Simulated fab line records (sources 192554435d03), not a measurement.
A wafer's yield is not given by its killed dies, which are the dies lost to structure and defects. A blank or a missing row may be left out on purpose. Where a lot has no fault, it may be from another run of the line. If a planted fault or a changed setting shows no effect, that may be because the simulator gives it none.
Chamber matching    flow n5-finfet    N5_BEOL_M1_PECVD_72 on pecvd-02: 3 sister chambers
The step deposits SiO2 from TEOS/O2, target thk 16 nm, time 18 s. 20 wafers are shown with their chamber, then 10 later ones without.

## EACH WAFER AND ITS CHAMBER
wafer   chamber  throttle-valve-pct (%)  heater-power-w (W)  showerhead-plenum-p-Torr (Torr)
L074.2  1        22.5                    733                 8.80
L074.3  0        23.6                    581                 8.81
L074.6  0        23.2                    579                 8.82
L079.3  2        21.0                    659                 8.78
L079.4  1        22.3                    845                 8.81
L079.6  2        21.4                    654                 8.81
L081.2  2        20.9                    567                 8.78
L081.4  1        22.2                    880                 8.80
L081.5  0        23.6                    609                 8.81
L083.3  2        21.1                    648                 8.80
L083.5  2        21.3                    674                 8.82
L083.6  0        23.5                    604                 8.84
L085.3  1        22.7                    814                 8.80
L085.4  2        21.0                    637                 8.79
L085.5  0        23.5                    552                 8.84
L087.1  0        23.6                    653                 8.81
L087.2  1        22.5                    857                 8.82
L087.3  2        21.1                    604                 8.79
L086.3  0        23.7                    610                 8.82
L086.4  0        23.7                    587                 8.81

SIGNATURES (means of the wafers above)
reading                   chamber 0  chamber 1  chamber 2  scatter within a chamber
throttle-valve-pct        23.550     22.440     21.114     0.175
heater-power-w            596.88     825.80     634.71     40.2
showerhead-plenum-p-Torr  8.8200     8.8060     8.7957     0.013
Rule: for a wafer and a chamber, the distance is found by dividing, reading by reading, the gap between the wafer's reading and the chamber's mean by the reading's scatter, squaring, summing and taking the root. The wafer belongs to the nearest chamber; if the next one is less than 2 further off, it can't be placed. The scatter: the root of (the sum of the squares of (reading less its chamber's mean) over the shown wafers, divided by (wafers less chambers)).

## WAFERS WITH NO CHAMBER GIVEN
wafer   throttle-valve-pct (%)  heater-power-w (W)  showerhead-plenum-p-Torr (Torr)
L086.6  21.0                    603                 8.76
L090.3  23.8                    571                 8.80
L090.4  21.5                    589                 8.80
L090.6  22.3                    780                 8.79
L091.2  21.4                    651                 8.78
L091.4  22.7                    832                 8.81
L091.6  23.5                    595                 8.83
L097.1  21.2                    633                 8.79
L097.2  22.3                    811                 8.82
L097.3  23.8                    627                 8.82

## WHICH CHAMBER EACH ONE RAN IN
wafer   from the rows above  in truth
L086.6  2                    2
L090.3  0                    0
L090.4  2                    2
L090.6  1                    1
L091.2  2                    2
L091.4  1                    1
L091.6  0                    0
L097.1  2                    2
L097.2  1                    1
L097.3  0                    0
10 of 10 placed correctly. Not placeable from these rows: 0. Number placed wrongly: 0.
